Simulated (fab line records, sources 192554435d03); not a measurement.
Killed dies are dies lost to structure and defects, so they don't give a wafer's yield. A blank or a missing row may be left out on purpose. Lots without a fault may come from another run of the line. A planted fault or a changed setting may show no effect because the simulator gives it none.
Problem report in the 8D (eight disciplines) form, filled by code | flow n5_finfet | the parts of the form that need people (team, actions taken, sign-off) are left out

1. THE PROBLEM
run_length_s at N5_BEOL_M13_ILD_DEP_00 reads a mean of 202.9 s on 3 wafers of 3 lots; wafers without a fault read 211.4 s with a standard deviation of 0.46. That is -18 standard deviations from the usual mean.
The step: deposits SiOC from DEMS/O2, target thk 837.92 nm, time 166.4 s.
First seen on wafer L553.3, day 13 23:39, on pecvd-01. The record holds 24 wafers of 9 lots with a number at this step. Rule for "out", or "out of limits": more than 4 standard deviations from the usual mean. The other wafers with a number count as sound.

2. WHAT IT IS AND WHAT IT IS NOT
question                    | is                     | is not
which readings at this step | run_length_s           | heater_power_w, showerhead_plenum_p_Torr, throttle_valve_pct
which lots                  | L553, L554, L556       | L545, L548, L549, L550, L560, L561
which wafers of those lots  | L553.3, L554.3, L556.3 | L553.4, L554.4, L556.4
read on which tools         | pecvd-01               | pecvd-02
when                        | from day 13 23:39      | up to then (10 sound wafers); but 11 sound wafers of L550, L554, L556, L560, L561 came after

3. SUSPECTS, AND WHAT RULES EACH OUT
Counting: a tool at a process step up to the reading stays a suspect if it ran every lot that is out. Sound lots after the first of them don't rule it out here, since some wafers of a struck lot are sound.
- plasma_asher-01 at N5_BEOL_M12_STRIP_37 (strips in N2/H2): kept. It ran every lot that is out, first L553 (day 13 19:35); its last sound lot up to then is L549 (day 13 04:35).
- pecvd-01 at N5_BEOL_M13_ILD_DEP_00 (deposits SiOC from DEMS/O2, target thk 837.92 nm, time 166.4 s): kept. It ran every lot that is out, first L553 (day 13 23:39); its last sound lot up to then is L549 (day 13 08:07). Its own readings are out on those wafers: run_length_s.
Left after counting: plasma_asher-01 at N5_BEOL_M12_STRIP_37, pecvd-01 at N5_BEOL_M13_ILD_DEP_00.

4. THE CAUSE (what the simulator had put in)
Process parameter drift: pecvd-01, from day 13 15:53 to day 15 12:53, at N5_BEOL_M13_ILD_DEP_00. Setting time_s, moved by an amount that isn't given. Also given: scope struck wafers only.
Counting left 2 suspects, and this tool is among them.

5. THE CHAIN OF EFFECTS, in route order
Each row: a reading whose mean over the struck wafers that have a number lies more than 3 standard deviations from the usual. Only readings for which the record gives a usual standard deviation are gone through. hours: the time from each lot's start at the first step in this table that gives one to its start at this step, as a median over the lots. sigmas: the change in usual standard deviations.
hours | step                    | reading                  | usual   | on struck wafers | change | sigmas
0     | N5_BEOL_M13_ILD_DEP_00  | run_length_s             | 211.4 s | 202.9            | -8.5   | -18
0     | N5_BEOL_M13_THK_MEAS_01 | M13_ILD_THK              | 832 nm  | 786              | -46    | -3.8
1     | N5_BEOL_M13_STRIP_63    | strip_time_to_endpoint_s | 28.2 s  | 31.9             | +3.7   | +3.1
The process steps in it:
- N5_BEOL_M13_ILD_DEP_00: deposits SiOC from DEMS/O2, target thk 837.92 nm, time 166.4 s.
- N5_BEOL_M13_STRIP_63: strips in N2/H2.

6. WHAT WOULD HAVE CAUGHT IT SOONER
In this record the first reading out of limits was taken at day 13 23:39, 8 hours after the fault began at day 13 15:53.
